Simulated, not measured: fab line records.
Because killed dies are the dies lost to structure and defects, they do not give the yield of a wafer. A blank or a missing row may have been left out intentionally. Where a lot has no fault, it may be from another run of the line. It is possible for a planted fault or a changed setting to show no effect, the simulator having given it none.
Problem report in the 8D (eight disciplines) form, filled by code ; flow n5-finfet ; the parts of the form that need people (team, actions taken, sign-off) are left out

## 1. PROBLEM STATEMENT
At N5_BEOL_M2_ALD_98, susceptor-temp-C averages 103.61 C over 6 wafers from 2 lots, while fault-free wafers read 100.01 C, standard deviation 0.13. That is +28 standard deviations from the usual mean.
The step: deposits SiO2, target thk 2.5 nm, pulse time 1 s, co reactant pulse time 1 s.
Earliest sighting: wafer L753.1 on ald-sin-03 at day 11 11:31. The record has a number at this step for 27 wafers belonging to 9 lots. The rule behind "out" and "out of limits": a value lying over 4 standard deviations away from the usual mean. All remaining wafers that have a number are taken as sound.

## 2. WHAT IT IS, WHAT IT ISN'T
question;is;is not
which readings at this step;susceptor-temp-C;heater-power-outer-w, heater-power-w, precursor-pulse-height-rel
which lots;L753, L754;L739, L745, L746, L749, L751, L760, L761
which wafers of those lots;all that have a number;-
read on which tools;ald-sin-03;ald-sin-01, ald-sin-04
when;from day 11 11:31;"up to then (15 sound wafers); but 6 sound wafers of L760, L761 came after"

## 3. WHAT RULES OUT EACH SUSPECT
Counting: any tool at a process step up to the reading is kept as a suspect provided that every lot that is out went through it and no sound lot did after the first of them.
- ald-sin-03 at N5_BEOL_M2_ALD_98 (deposits SiO2, target thk 2.5 nm, pulse time 1 s, co reactant pulse time 1 s): kept. All lots that are out passed through it, beginning with L753 at day 11 11:31, and no sound lot followed; its final sound lot before that point was L751 at day 10 10:54. On those wafers its own readings are out: susceptor-temp-C.
The count leaves ald-sin-03 at N5_BEOL_M2_ALD_98.

## 4. THE CAUSE (what the simulator had put in)
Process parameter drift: ald-sin-03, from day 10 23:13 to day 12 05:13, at N5_BEOL_M2_ALD_98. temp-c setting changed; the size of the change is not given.
The count eliminated every tool but this one.

## 5. SEQUENCE OF EFFECTS, ordered by route
Each row: a reading where the mean over the struck wafers with a number is more than 3 standard deviations away from the usual. Only readings whose record carries a usual standard deviation are examined. hours: median over the lots of the time between each lot's start at the first step of this table that gives one and its start at this step. sigmas: the change, counted in usual standard deviations.
hours;step;reading;usual;on struck wafers;change;sigmas
0;N5_BEOL_M2_ALD_98;susceptor-temp-C;100.01 C;103.61;+3.60;+28
Process steps it contains:
- N5_BEOL_M2_ALD_98: deposits SiO2, target thk 2.5 nm, pulse time 1 s, co reactant pulse time 1 s.
Later measuring or inspecting steps at which every struck wafer that the step has a row for has a number for every such reading, and none has moved that far: N5_BEOL_M4_RC_MEAS_101.

## 6. HOW IT WOULD HAVE BEEN CAUGHT EARLIER
12 hours passed between the start of the fault at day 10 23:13 and the first reading out of limits in this record, taken at day 11 11:31.
